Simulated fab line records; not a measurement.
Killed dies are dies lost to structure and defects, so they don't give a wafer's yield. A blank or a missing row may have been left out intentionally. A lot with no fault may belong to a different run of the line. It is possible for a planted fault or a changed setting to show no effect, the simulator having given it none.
Matching of chambers :: flow nandHarc :: rieSi-01 running NHARC_THIN_TSV_ETCH_15: 4 sister chambers
The step target depth 3000 nm, bosch target overetch cycles 2, bosch etch step 2.8 s. 8 wafers are shown with their chamber, then 7 later ones without.

## WAFERS, EACH WITH ITS CHAMBER
wafer: L123.6
chamber: 0
drypumpMotorCurrentA (A): 5.2

wafer: L125.6
chamber: 2
drypumpMotorCurrentA (A): 6.0

wafer: L128.2
chamber: 2
drypumpMotorCurrentA (A): 6.0

wafer: L132.1
chamber: 0
drypumpMotorCurrentA (A): 5.2

wafer: L132.2
chamber: 1
drypumpMotorCurrentA (A): 5.4

wafer: L132.3
chamber: 3
drypumpMotorCurrentA (A): 5.7

wafer: L133.1
chamber: 1
drypumpMotorCurrentA (A): 5.4

wafer: L133.3
chamber: 3
drypumpMotorCurrentA (A): 5.6

## WAFERS WITHOUT THEIR CHAMBER
wafer: L133.6
drypumpMotorCurrentA (A): 5.7

wafer: L139.3
drypumpMotorCurrentA (A): 5.7

wafer: L139.5
drypumpMotorCurrentA (A): 6.0

wafer: L139.6
drypumpMotorCurrentA (A): 5.6

wafer: L145.2
drypumpMotorCurrentA (A): 5.4

wafer: L145.3
drypumpMotorCurrentA (A): 6.0

wafer: L145.6
drypumpMotorCurrentA (A): 5.2

## CHAMBER TAKEN BY EACH
wafer: L133.6
from the rows above: 3
in truth: 3

wafer: L139.3
from the rows above: 3
in truth: 3

wafer: L139.5
from the rows above: 2
in truth: 2

wafer: L139.6
from the rows above: 3
in truth: 3

wafer: L145.2
from the rows above: 1
in truth: 1

wafer: L145.3
from the rows above: 2
in truth: 2

wafer: L145.6
from the rows above: 0
in truth: 0
Placed correctly: 7 of 7. Not placeable from these rows: 0. Number placed wrongly: 0.
How it was worked out, from the rows above alone: a wafer's distance from a chamber is the root of the sum, over the readings, of the square of ((its reading less the chamber's mean) divided by the reading's scatter). If the next closest chamber is less than 2 further off than the closest, the wafer can't be placed; otherwise it belongs to the closest. For every chamber, the mean is computed from those of its wafers that are shown. How the scatter is found: for the shown wafers, subtract from each reading the mean of its chamber, square and add these, divide the total by (wafers less chambers), then take the root.
